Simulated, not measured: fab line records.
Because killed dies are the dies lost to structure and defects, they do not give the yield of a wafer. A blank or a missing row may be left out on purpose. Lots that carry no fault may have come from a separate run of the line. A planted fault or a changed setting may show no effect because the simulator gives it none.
fab line records	flow n5-finfet
record lots=6	wafers=18	last-day=18
route steps=1938 shown FIN_CUT@165 STI_FIN_REVEAL@183 PASSIVATION@1936
lots that met no fault: taken from a fault-free run of the same line
start-h: start of the lot's first displayed wafer, in hours after the record's first day	wait-h: hours from the lot's prior step to this one	" identical to the entry in the row above	L1.1+2: a single row standing in for several wafers	- no value, or no start given	* or withheld: withheld	< > ~ a bound
route shown NAME@n: a module of which the file shows steps, and the number in the route of the first	usual: average and standard deviation across the fault-free wafers	same: alike in all rows	chamber/n: place in a boat	sites: each site's reading	_std_site: the standard deviation of these	_edge_site: inner sites' mean taken away from outer sites' mean	radius-mm: how far each site lies from the wafer's centre	mask NAME#n: copy n	behind: the tool/chamber that last shaped the wafer	hold: the reason the lot was held/the length of the hold in hours/how it ended	device: the transistor (n, p or np) that didn't switch	end of line: at the end of the route, the tests of the same wafers	a step given without rows: its recipe and nothing more	killed: dies that structure and defects cost at the first sort, which is not the same as the wafer's yield	map: per-die view of a wafer (x killed, . not killed, _ where there is no die)
set.NAME: the setting that was run; set.NAME@STEP: the one run at that earlier step	model.NAME: the simulator's own value behind a step, which no gauge read
lots at some steps of the route; a table a step, a row a wafer
services: the hour from which a tool's chamber was out of use, counted from the record's first day as start-h (under 0 if before that day), plus the number of hours and why
## steps
# step N5_FIN_CUT_INSPECT_10
# recipe mode=adi	inspect-instrument=brightfield
# usual raw-defect-count=41/12
lot.wafer	tool	chamber	start-h	wait-h	raw-defect-count
L902.2	defect-inspect-01	-	75.50	0.0	38
L902.3	"	-	"	"	36
L902.5	"	-	"	"	44
L903.2	defect-inspect-02	-	81.66	0.0	40
L903.5	"	-	"	"	39
L903.6	"	-	"	"	57
L904.2	defect-inspect-02	-	87.68	0.0	27
L904.3	"	-	"	"	20
L904.5	"	-	"	"	36
L908.1	defect-inspect-02	-	114.42	0.1	23
L908.2	"	-	"	"	45
L908.6	"	-	"	"	44
L913.1	defect-inspect-01	-	140.46	0.1	42
L913.3	"	-	"	"	75
L913.5	"	-	"	"	50
L917.1	defect-inspect-02	-	169.41	0.1	47
L917.3	"	-	"	"	44
L917.4	"	-	"	"	31
# step N5_FIN_CUT_DESCUM_13
# recipe chemistry=O2	time-s=7	source-power-w=50	bias-power-w=20	pressure-mtorr=20	rf-frequency-hz=2.712e+07	temp-c=40	resist=CAR-EUV	o2-flow-sccm=225
# step N5_FIN_CUT_ETCH_30
# recipe chemistry=N2/H2	target=underlayer	target-depth-a=130	mask-material=CAR-EUV	time-s=10.4	ion-energy-ev=200	pressure-mtorr=30	source-w=840	bias-w=150	n2-flow-sccm=200	h2-flow-sccm=200	ends=cleared
# step N5_FIN_CUT_ETCH_20
# recipe chemistry=CF4	target=SiARC	target-depth-a=260	mask-material=CAR-EUV	time-s=43.3	ion-energy-ev=80	pressure-mtorr=40	source-w=545	bias-w=36	Ar_flow_sccm=100	cf4-flow-sccm=100	ends=cleared
# step N5_FIN_CUT_ETCH_21
# recipe chemistry=N2/H2	target=SOC	target-depth-a=2190	overetch-a=438	mask-material=SiARC	temp-c=40	ion-energy-ev=100	bias-w=61	time-s=523.5	pressure-mtorr=30	source-w=850	n2-flow-sccm=200	h2-flow-sccm=200
# usual drypump-motor-current-A=5.9/0.33	oes-product-au=0.70/0.061	rf-vpp-V=240.2/1.4	showerhead-plenum-p-Torr=2.49/0.1	throttle-valve-pct=17.69/0.25
lot.wafer	tool	chamber	start-h	wait-h	drypump-motor-current-A	oes-product-au	rf-hours-counter-h	rf-vpp-V	showerhead-plenum-p-Torr	throttle-valve-pct
L902.2	rie-diel-03	1	75.63	0.0	5.6	0.69	159	239.6	2.43	18.01
L902.3	"	0	"	"	5.9	0.89	3	240.5	2.60	17.92
L902.5	"	0	"	"	5.9	0.88	-	242.3	2.60	17.93
L903.2	rie-diel-03	3	81.78	0.0	5.5	0.66	210	239.2	2.41	17.64
L903.5	"	1	"	"	5.6	0.70	-	238.3	2.43	18.01
L903.6	"	0	"	"	5.8	0.86	-	240.3	2.60	17.94
L904.2	rie-diel-04	1	88.02	0.0	6.2	0.71	136	242.2	2.62	17.44
L904.3	"	2	"	"	6.1	0.66	218	241.0	2.62	18.01
L904.5	"	2	"	"	6.1	0.66	-	241.6	2.62	18.01
L908.1	rie-diel-06	1	114.55	0.0	6.2	0.87	7	239.5	2.50	17.83
L908.2	"	0	"	"	5.5	0.65	211	238.3	2.40	17.85
L908.6	"	0	"	"	5.5	0.66	-	238.6	2.40	17.85
L913.1	rie-diel-04	0	140.59	0.0	5.4	0.71	153	239.5	2.42	17.52
L913.3	"	1	"	"	6.2	0.70	155	240.8	2.62	17.48
L913.5	"	3	"	"	5.6	0.74	-	239.6	2.35	17.44
L917.1	rie-diel-04	1	169.53	0.0	6.2	0.69	164	242.0	2.61	17.51
L917.3	"	2	"	"	6.1	0.64	244	241.4	2.61	18.04
L917.4	"	0	"	"	5.4	0.69	162	240.1	2.42	17.53
# step N5_FIN_CUT_STRIP_23
# recipe chemistry=N2/H2	temp-c=40	n2-flow-sccm=200	h2-flow-sccm=200	rf-frequency-hz=6e+07
# step N5_FIN_CUT_STRIP_31
# recipe chemistry=N2/H2	temp-c=40	n2-flow-sccm=200	h2-flow-sccm=200	rf-frequency-hz=6e+07
# step N5_FIN_CUT_STRIP_24
# recipe chemistry=CF4	resist=SiARC	power-w=300	bias-power-w=75	pressure-mtorr=50	cf4-flow-sccm=150	rf-frequency-hz=6e+07
# usual drypump-motor-current-A=5.8/0.33	oes-product-au=0.76/0.065	rf-vpp-V=270.6/1.7	showerhead-plenum-p-Torr=1.77/0.066	throttle-valve-pct=13.56/0.2
lot.wafer	tool	chamber	start-h	wait-h	drypump-motor-current-A	oes-product-au	rf-hours-counter-h	rf-vpp-V	showerhead-plenum-p-Torr	throttle-valve-pct
L902.2	rie-diel-03	1	75.95	0.0	5.6	0.75	159	268.3	1.74	13.81
L902.3	"	0	"	"	5.9	0.95	3	272.0	1.86	13.62
L902.5	"	0	"	"	5.9	0.94	-	271.6	1.86	13.64
L903.2	rie-diel-03	3	82.11	0.0	5.5	0.71	210	269.0	1.70	13.46
L903.5	"	1	"	"	5.6	0.75	-	270.2	1.74	13.82
L903.6	"	0	"	"	5.9	0.94	-	272.3	1.86	13.63
L904.2	rie-diel-04	1	88.34	0.0	6.2	0.77	137	272.7	1.87	13.41
L904.3	"	2	"	"	6.1	0.70	219	271.7	1.83	13.80
L904.5	"	2	"	"	6.1	0.71	-	273.0	1.83	13.79
L908.1	rie-diel-06	1	114.87	0.0	6.2	0.94	8	269.1	1.75	13.43
L908.2	"	0	"	"	5.5	0.71	211	269.6	1.71	13.73
L908.6	"	0	"	"	5.5	0.70	-	269.3	1.71	13.74
L913.1	rie-diel-04	0	140.92	0.0	5.4	0.75	153	268.8	1.73	13.44
L913.3	"	1	"	"	6.2	0.75	155	273.7	1.86	13.44
L913.5	"	3	"	"	5.7	0.80	-	268.3	1.67	13.25
L917.1	rie-diel-04	1	169.86	0.0	6.2	0.74	164	273.2	1.86	13.48
L917.3	"	2	"	"	6.0	0.69	244	271.3	1.82	13.85
L917.4	"	0	"	"	5.4	0.75	162	272.0	1.72	13.45
# step N5_FIN_CUT_CUT_ETCH_26
# recipe chemistry=CH3F/O2	target=SiNx	target-depth-a=390	mask-material=SOC	time-s=55.7	pressure-mtorr=30	source-w=395	bias-w=73	Ar_flow_sccm=150	CH3F_flow_sccm=30	O2_flow_sccm=20	ion-energy-ev=120
# step N5_FIN_CUT_CUT_ETCH_27
# recipe chemistry=CHF3/O2	target=SiO2	target-depth-a=40	mask-material=SOC	overetch-a=20	time-s=4.9	pressure-mtorr=30	source-w=650	bias-w=170	Ar_flow_sccm=200	CHF3_flow_sccm=50	O2_flow_sccm=5	ion-energy-ev=200
# usual drypump-motor-current-A=5.8/0.33	oes_f_703_au=0.75/0.084	oes-product-au=0.61/0.052	rf-vpp-V=523/16	showerhead-plenum-p-Torr=2.39/0.096	throttle-valve-pct=18.85/0.25
lot.wafer	tool	chamber	start-h	wait-h	drypump-motor-current-A	oes_f_703_au	oes-product-au	rf-hours-counter-h	rf-vpp-V	showerhead-plenum-p-Torr	throttle-valve-pct
L902.2	rie-diel-03	1	76.02	0.0	5.7	0.81	0.59	159	514	2.30	19.01
L902.3	"	0	"	"	5.8	1.00	0.76	3	512	2.45	18.80
L902.5	"	0	"	"	5.8	1.01	0.75	-	513	2.45	18.81
L903.2	rie-diel-03	3	82.17	0.0	5.5	0.70	0.56	210	510	2.32	18.80
L903.5	"	1	"	"	5.6	0.81	0.60	-	513	2.30	18.99
L903.6	"	0	"	"	5.8	1.00	0.74	-	512	2.45	18.82
L904.2	rie-diel-04	1	88.41	0.0	6.2	0.72	0.61	137	525	2.52	18.69
L904.3	"	2	"	"	6.1	0.67	0.57	219	558	2.52	19.30
L904.5	"	2	"	"	6.1	0.67	0.56	-	556	2.52	19.29
L908.1	rie-diel-06	1	114.94	0.0	6.2	0.95	0.75	8	517	2.38	18.92
L908.2	"	0	"	"	5.4	0.72	0.56	211	515	2.30	18.96
L908.6	"	0	"	"	5.5	0.73	0.56	-	515	2.30	18.94
L913.1	rie-diel-04	0	140.98	0.0	5.4	0.75	0.61	153	520	2.31	18.63
L913.3	"	1	"	"	6.2	0.70	0.61	155	524	2.51	18.74
L913.5	"	3	"	"	5.7	0.81	0.63	-	514	2.26	18.60
L917.1	rie-diel-04	1	169.92	0.0	6.2	0.70	0.59	164	524	2.51	18.74
L917.3	"	2	"	"	6.1	0.64	0.55	244	557	2.51	19.33
L917.4	"	0	"	"	5.4	0.75	0.60	162	519	2.31	18.61
# step N5_FIN_CUT_PRECLEAN_35
# recipe time-s=13.3	temp-c=45	pressure-torr=125	p-hf-torr=3	p-coreactant-torr=25	chemistry=vHF
# usual drypump-motor-current-A=6.0/0.37
lot.wafer	tool	chamber	start-h	wait-h	drypump-motor-current-A
L902.2	vapor-etch-02	1	76.08	0.0	5.8
L902.3	"	1	"	"	5.8
L902.5	"	1	"	"	5.7
L903.2	vapor-etch-01	1	82.24	0.0	5.5
L903.5	"	0	"	"	6.3
L903.6	"	1	"	"	5.5
L904.2	vapor-etch-01	1	88.48	0.0	5.5
L904.3	"	1	"	"	5.5
L904.5	"	1	"	"	5.5
L908.1	vapor-etch-01	0	115.01	0.0	6.3
L908.2	"	1	"	"	5.4
L908.6	"	0	"	"	6.3
L913.1	vapor-etch-02	1	141.05	0.0	5.8
L913.3	"	0	"	"	6.3
L913.5	"	1	"	"	5.8
L917.1	vapor-etch-01	0	169.99	0.0	6.4
L917.3	"	1	"	"	5.5
L917.4	"	0	"	"	6.4
# step N5_FIN_CUT_CUT_ETCH_15
# recipe chemistry=HBr/Cl2/O2	target=Si	target-depth-a=1000	bt-time-s=10	mask-material=SOC	time-s=42.4	ion-energy-ev=*	bias-w=*	pressure-mtorr=10	icp-w=800	HBr_flow_sccm=150	Cl2_flow_sccm=80	O2_flow_sccm=12
# step N5_FIN_CUT_CUT_ETCH_28
# recipe chemistry=HBr/Cl2/O2	target=Si	target-depth-a=60	mask-material=SOC	time-s=2.4	ion-energy-ev=*	bias-w=*	pressure-mtorr=10	icp-w=800	HBr_flow_sccm=150	Cl2_flow_sccm=80	O2_flow_sccm=12
# usual drypump-motor-current-A=6.0/0.47	oes-product-au=1.007/0.015	throttle-valve-pct=37.3/0.41
lot.wafer	tool	chamber	start-h	wait-h	drypump-motor-current-A	oes-product-au	rf-hours-counter-h	throttle-valve-pct
L902.2	rie-si-01	1	76.22	0.0	6.7	1.020	146	37.4
L902.3	"	2	"	"	6.0	0.976	7	37.7
L902.5	"	2	"	"	6.0	0.982	-	37.7
L903.2	rie-si-06	3	82.38	0.0	5.0	1.031	4	36.8
L903.5	"	2	"	"	5.8	1.005	-	37.0
L903.6	"	1	"	"	6.0	0.993	-	36.7
L904.2	rie-si-06	1	88.61	0.0	6.0	0.993	130	36.7
L904.3	"	3	"	"	5.0	1.038	5	36.8
L904.5	"	3	"	"	5.0	1.032	-	36.8
L908.1	rie-si-04	3	115.14	0.0	6.6	0.989	182	37.7
L908.2	"	0	"	"	5.5	0.996	87	38.3
L908.6	"	0	"	"	5.5	0.999	-	38.3
L913.1	rie-si-04	3	141.18	0.0	6.6	0.994	182	37.7
L913.3	"	0	"	"	5.5	0.998	87	38.3
L913.5	"	1	"	"	5.7	1.002	-	38.0
L917.1	rie-si-06	2	170.13	0.0	5.7	1.012	92	37.0
L917.3	"	3	"	"	5.0	1.034	6	36.8
L917.4	"	2	"	"	5.7	0.998	-	37.0
# step N5_FIN_CUT_STRIP_22
# recipe chemistry=N2/H2	power-w=500	temp-c=40	pressure-mtorr=50	rf-frequency-hz=6e+07	overash-fraction=0.3	bias-power-w=8	h2-frac=0.5	n2-flow-sccm=300	h2-flow-sccm=300
# step N5_FIN_CUT_PRECLEAN_36
# recipe chemistry=O3/DIW	time-s=60	temp-c=22	o3-ppm=10
# step N5_FIN_CUT_SRD_32
# recipe dry=ipa-marangoni	time-s=30	temp-c=23	rinse-liquid=diw
# step N5_FIN_CUT_UV_OZONE_34
# recipe time-s=120	pressure-torr=760	temp-c=25
# step N5_FIN_CUT_INSPECT_17
# recipe inspect-instrument=brightfield	mode=aei
# usual raw-defect-count=225/58
lot.wafer	tool	chamber	start-h	wait-h	raw-defect-count
L902.2	defect-inspect-01	-	76.45	0.0	275
L902.3	"	-	"	"	198
L902.5	"	-	"	"	207
L903.2	defect-inspect-02	-	82.61	0.0	1455
L903.5	"	-	"	"	1445
L903.6	"	-	"	"	1439
L904.2	defect-inspect-01	-	88.92	0.0	1395
L904.3	"	-	"	"	1433
L904.5	"	-	"	"	1358
L908.1	defect-inspect-01	-	115.48	0.0	183
L908.2	"	-	"	"	216
L908.6	"	-	"	"	227
L913.1	defect-inspect-02	-	141.44	0.0	207
L913.3	"	-	"	"	362
L913.5	"	-	"	"	280
L917.1	defect-inspect-01	-	170.35	0.0	211
L917.3	"	-	"	"	254
L917.4	"	-	"	"	230
# step N5_STI_FIN_REVEAL_ALD_00
# recipe material=SiO2	target-thk-a=10	temp-c=300	ald-precursor-family=BDEAS	ald-co-reactant=O2-plasma	pulse-time-s=1	pressure-torr=2
# usual heater-power-outer-w=263/29	heater-power-w=464/43	precursor-pulse-height-rel=0.999/0.02
lot.wafer	tool	chamber	start-h	wait-h	heater-power-outer-w	heater-power-w	precursor-pulse-height-rel
L902.2	ald-sin-02	2	76.48	0.0	283	524	0.970
L902.3	"	3	"	"	231	424	0.968
L902.5	"	2	"	"	284	505	0.964
L903.2	ald-sin-04	1	82.65	0.0	241	445	0.976
L903.5	"	3	"	"	296	531	1.008
L903.6	"	0	"	"	227	391	1.021
L904.2	ald-sin-04	0	90.73	1.8	228	404	1.034
L904.3	"	1	"	"	243	441	1.008
L904.5	"	3	"	"	302	532	0.998
L908.1	ald-sin-04	3	115.52	0.0	306	538	0.992
L908.2	"	1	"	"	231	438	1.013
L908.6	"	1	"	"	244	441	0.978
L913.1	ald-sin-01	0	141.49	0.1	228	425	0.993
L913.3	"	2	"	"	254	460	1.009
L913.5	"	3	"	"	253	430	1.005
L917.1	ald-sin-02	2	171.88	1.5	285	514	0.990
L917.3	"	0	"	"	264	442	1.012
L917.4	"	1	"	"	270	442	0.989
# step N5_PASSIVATION_PROBE_49
# usual killed_at_M0_to_M3=34/10	killed_at_M4_up=13/5.4	killed-at-contacts=13/6	killed-at-front-end=42/13	killed-at-other=4/3.2	killed-dies=107/18	killed-on-rim=14/4.2	killed-open=69/14	killed-short=35/7.7
# same gross-dies=1180	killed-at-back-side=0
lot.wafer	tool	chamber	start-h	wait-h	killed_at_M0_to_M3	killed_at_M4_up	killed-at-contacts	killed-at-front-end	killed-at-other	killed-dies	killed-on-rim	killed-open	killed-short
L903.2	prober-02	-	312.66	0.1	22	12	0	191	2	227	11	41	30
L903.5	prober-02	-	312.81	0.2	21	13	7	145	4	190	31	37	24
L903.6	prober-02	-	312.86	0.3	28	8	7	122	1	166	26	35	27
L904.2	prober-01	-	342.62	0.1	28	10	21	140	6	205	35	65	33
L904.3	prober-01	-	342.67	0.1	18	7	4	205	3	237	9	47	38
L904.5	prober-01	-	342.77	0.2	33	4	16	184	3	240	11	55	37
L908.1	prober-02	-	361.26	0.0	40	9	12	60	2	123	19	80	41
L908.2	prober-02	-	361.31	0.1	44	14	9	62	5	134	22	89	43
L908.6	prober-02	-	361.51	0.3	30	29	17	62	3	141	25	100	40
L913.1	prober-02	-	420.80	0.0	20	21	13	58	3	115	18	74	40
L913.3	prober-02	-	420.90	0.1	30	11	8	58	9	116	16	63	44
L913.5	prober-02	-	421.00	0.2	28	6	11	33	1	79	6	47	31
# killed by level:class
L903.2 FIN_CUT:unspecified=154 FIN_SAQP:geometric-particle:short=13 FIN_SAQP:geometric-particle:open=12 BEOL_M4:geometric-particle:open=5 BEOL_M0_SAQP:geometric-particle:short=4 BEOL_M2:geometric-particle:open=4 DUMMY_GATE:geometric-particle:open=3 GATE_CUT:geometric-particle:short=3
L903.5 FIN_CUT:unspecified=119 HKMG_FIN:area-etch=9 BEOL_M4:geometric-particle:open=5 BEOL_M5:geometric-particle:open=5 FIN_SAQP:geometric-particle:short=4 STI_FIN_REVEAL:geometric-particle:open=4 MOL_CONTACT_COAG:geometric-particle:open=4 BEOL_M1:geometric-particle:open=4
L903.6 FIN_CUT:unspecified=104 BEOL_M0_SAQP:geometric-particle:short=8 BEOL_M1:geometric-particle:open=8 BEOL_M0_SAQP:geometric-particle:open=5 STI_FIN_REVEAL:geometric-particle:open=4 MOL_CONTACT_COAG:geometric-particle:short=4 STARTING-WAFER:geometric-particle:short=4 FIN_SAQP:geometric-particle:open=3
L904.2 FIN_CUT:unspecified=100 MOL_CONTACT_COAG:geometric-particle:open=16 BEOL_M2:geometric-particle:open=8 STI_FIN_REVEAL:geometric-particle:open=7 FIN_SAQP:geometric-particle:short=6 BEOL_M0_SAQP:geometric-particle:open=6 STARTING-WAFER:geometric-particle:open=6 FIN_SAQP:geometric-particle:open=5
L904.3 FIN_CUT:unspecified=152 FIN_SAQP:geometric-particle:short=14 FIN_SAQP:geometric-particle:open=11 STI_FIN_REVEAL:geometric-particle:open=7 BEOL_M0_SAQP:geometric-particle:short=6 BEOL_M3:geometric-particle:open=4 STI_FIN_REVEAL:geometric-particle:short=4 GATE_CUT:geometric-particle:short=4
L904.5 FIN_CUT:unspecified=146 BEOL_M2:geometric-particle:open=12 MOL_CONTACT_COAG:geometric-particle:open=10 STI_FIN_REVEAL:geometric-particle:open=9 BEOL_M0_SAQP:geometric-particle:short=9 FIN_SAQP:geometric-particle:short=7 MOL_CONTACT_COAG:geometric-particle:short=6 BEOL_M0_SAQP:geometric-particle:open=6
L908.1 STI_FIN_REVEAL:geometric-particle:open=16 MOL_CONTACT_COAG:geometric-particle:open=9 FIN_SAQP:geometric-particle:short=8 BEOL_M1:geometric-particle:open=8 ILD0:geometric-particle:short=8 BEOL_M0:geometric-particle:open=7 FIN_SAQP:geometric-particle:open=5 BEOL_M3:geometric-particle:open=5
L908.2 STI_FIN_REVEAL:geometric-particle:open=18 FIN_SAQP:geometric-particle:open=12 FIN_SAQP:geometric-particle:short=11 BEOL_M1:geometric-particle:open=10 BEOL_M3:geometric-particle:open=8 MOL_CONTACT_COAG:geometric-particle:open=7 DUMMY_GATE:geometric-particle:open=6 BEOL_M0_SAQP:geometric-particle:open=6
L908.6 STI_FIN_REVEAL:geometric-particle:open=27 BEOL_M4:geometric-particle:open=17 MOL_CONTACT_COAG:geometric-particle:open=16 BEOL_M1:geometric-particle:open=9 BEOL_M4:geometric-particle:short=6 FIN_SAQP:geometric-particle:open=4 STI_FIN_REVEAL:geometric-particle:short=4 SPACER0:geometric-particle:open=4
L913.1 STI_FIN_REVEAL:geometric-particle:open=18 FIN_SAQP:geometric-particle:open=13 MOL_CONTACT_COAG:geometric-particle:open=11 FIN_SAQP:geometric-particle:short=8 STARTING-WAFER:geometric-particle:short=8 BEOL_M0_SAQP:geometric-particle:short=8 BEOL_M4:geometric-particle:open=7 BEOL_M5:geometric-particle:open=7
L913.3 FIN_SAQP:geometric-particle:short=15 BEOL_M3:geometric-particle:open=12 FIN_SAQP:geometric-particle:open=10 STI_FIN_REVEAL:geometric-particle:open=9 MOL_CONTACT_COAG:geometric-particle:open=7 FIN_CUT:area-etch=7 PAD_METAL:geometric-particle:short=6 DUMMY_GATE:geometric-particle:open=5
L913.5 FIN_SAQP:geometric-particle:open=9 BEOL_M3:geometric-particle:open=9 FIN_SAQP:geometric-particle:short=8 MOL_CONTACT_COAG:geometric-particle:open=7 BEOL_M0_SAQP:geometric-particle:short=7 BEOL_M0_SAQP:geometric-particle:open=7 DUMMY_GATE:geometric-particle:open=4 MOL_CONTACT_COAG:geometric-particle:short=4
# map L903.2 (x killed, . not)
_________________............________________
______________x............x...._____________
___________........................__________
__________..............x..........._________
________........................x....._______
_______......x.....................x...______
______..............x.........x........._____
_____xx.........x.x..x..................x____
____.......x......x....................x..___
___.....................x......x.......x...__
___...........................xxx..x....xx.__
__.......x................xx..xxxxx........._
__..........x..........xxx.xxxxxxxx.x......._
_x..x...........x.....x..xxxxxxxxxxx..x...x..
_.............x.....x.....xxxxxxxxxxxxx...x..
_........................xxxxxxxxxxxxxx......
_x................x...x.xxxxxxxxxxxxxxx.x....
_................x....x.xxxxxxxxxxxxx........
_.......................xxxxxxxxxxxxxxx......
_..x.......x...x.........xxxxxxxxxxxxx...x...
_..................x...x.xxxxxxxxxxxx........
__.......................x.xxxxxxxxxxx......_
__................x......x..xxxx.xx.x.....x._
___....xx..................x.x.xxx..x......__
___.......x....x..xx...x.......x......x..x.__
____...........................x..........___
_____..x...................x.............____
______...x...................x........x._____
_______..........x....x................______
________.................x....x.x....x_______
__________...........x..x..........._________
___________........................__________
______________.................._____________
_________________.......x....________________
# map L904.5 (x killed, . not)
_________________......x.....________________
______________.................._____________
___________......xx...........xx...__________
__________.....x....x..........x...x_________
________.....x................x......._______
_______..................x.............______
______........x....x......x............._____
_____..........................x.x.......____
____..............xx.....x.......x........___
___.......x...x..x...............x...x.....__
___.......................x.....x..........__
__....x...x...................xx..xx......x._
__.x....................xxxxxx.xxxxxxxx....._
_..........x.............xxxxxxxxxxx.x...x...
_x.......x............xxx.xxxxxxxxxxx.....x..
_.x......x.....x........xxxxxxxxxxxxxxx.x....
_x.................x....xxxxxxxxxxxxxx.......
_.x.....x............x.xxxxxxxxxxxxxxxx....x.
_..................x...x.xxxxxxxxxxxxxxxx....
_........x...x......x.x...xxxxxxxxxxx.x......
_x.....xx..........xx....xxxxxxxxxxxx...x....
__..........x........x.....xxxxxxxxxx......._
__...x................x.x....xx.x.xx....xx.._
___x.....................x...x.xx..xx......__
___....x..........x...x..........x.x.......__
____......................x.......x.......___
_____......x...x....x..x...x.............____
______.x....x.............x.........x..._____
_______......x.........................______
________x............x......x........x_______
__________.........................._________
___________......x..........x......__________
______________.................._____________
_________________............________________
## services
tool	chamber	start-h	hours	kind
rie-si-06	3	58.54	10.9	repair
ald-sin-01	0	59.39	2.6	repair
rie-diel-04	0	66.29	10.2	repair
ald-sin-04	3	66.35	8.7	repair
ald-sin-02	-	68.53	6.1	pm
rie-diel-06	1	72.52	-	clean
rie-diel-06	1	72.52	-	consumable-replace:focus-ring
rie-diel-06	1	72.52	16.0	scheduled-down
rie-diel-06	1	72.52	16.0	vent-cycle
ald-sin-02	1	84.49	15.9	repair
ald-sin-01	-	85.60	14.0	pm
rie-diel-04	2	90.08	1.8	repair
rie-diel-03	3	92.22	7.2	repair
ald-sin-01	-	99.60	28.1	pm
ald-sin-02	3	117.54	10.8	repair
rie-si-04	-	117.87	0.1	repair
rie-si-06	0	121.63	1.3	repair
rie-si-01	-	125.04	0.4	repair
rie-diel-04	-	136.74	2.8	pm
ald-sin-02	1	144.57	6.7	repair
rie-diel-04	2	157.46	2.1	repair
ald-sin-01	-	163.46	6.0	pm
rie-si-04	2	165.82	3.8	repair
rie-si-06	0	169.02	5.9	repair
## key
first-sign step=N5_FIN_CUT_INSPECT_17	reading=raw-defect-count	direction=up	sigmas=21	usual=225	struck=1421
effect step=N5_PASSIVATION_PROBE_49	reading=killed-at-front-end	direction=up	sigmas=9.2	usual=42	struck=164
more-kills-born-at N5_FIN_CUT_CUT_ETCH_28@rie-si-06=775
met-at N5_FIN_CUT_CUT_ETCH_28
struck-wafers L903.2,L903.5,L903.6,L904.2,L904.3,L904.5
tester-left-out L903,L904
fault kind=chamber-particle-source	tool=rie-si-06	chamber=-	onset-h=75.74	steps=N5_FIN_CUT_CUT_ETCH_28	rate-per-visit-cm2=1.8656	end-h=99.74
# tester-left-out: of these lots the tester's yield and bins aren't shown, on N5 and GAA mostly nor the transistor test; their killed dies are dies lost to structure and defects alone, not to doping, threshold or leakage, so they don't give the yield
